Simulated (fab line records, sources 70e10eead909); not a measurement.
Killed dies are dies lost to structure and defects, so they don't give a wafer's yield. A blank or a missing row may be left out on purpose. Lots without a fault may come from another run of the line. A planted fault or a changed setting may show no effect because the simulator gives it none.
Chamber matching | flow nand_harc | NHARC_A_STAIRCASE_TRIM_196 on rie_diel-05: 4 sister chambers
The step chemistry O2, time 211.2 s. 4 wafers are shown with their chamber, then 9 later ones without.

WAFERS WITH THEIR CHAMBER
wafer  | chamber | showerhead_plenum_p_Torr (Torr)
L084.4 | 1       | 3.60
L088.1 | 2       | 3.28
L088.2 | 0       | 3.33
L088.4 | 3       | 3.60

WAFERS WITHOUT THEIR CHAMBER
wafer  | showerhead_plenum_p_Torr (Torr)
L089.1 | 3.59
L089.5 | 3.60
L089.6 | 3.33
L093.3 | 3.58
L093.5 | 3.59
L093.6 | 3.27
L096.2 | 3.32
L096.3 | 3.27
L096.5 | 3.32

WHICH CHAMBER EACH WENT THROUGH
wafer  | from the rows above     | in truth
L089.1 | can't be placed: 1 or 3 | 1
L089.5 | can't be placed: 1 or 3 | 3
L089.6 | 0                       | 0
L093.3 | can't be placed: 1 or 3 | 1
L093.5 | can't be placed: 1 or 3 | 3
L093.6 | 2                       | 2
L096.2 | 0                       | 0
L096.3 | 2                       | 2
L096.5 | 0                       | 0
Placed correctly: 5 of 9. Can't be placed from these rows: 4 (the true chamber is among the candidates in 4). Placed wrongly: 0.
How it was worked out, from the rows above alone: a wafer's distance from a chamber is the root of the sum, over the readings, of the square of ((its reading less the chamber's mean) divided by the reading's scatter). The wafer belongs to the nearest chamber; if the next one is less than 2 further off, it can't be placed. A chamber's mean is the mean of its shown wafers. The scatter: with one shown wafer a chamber, the root of the mean of the squares of how far each hidden wafer lies from its nearest shown one.
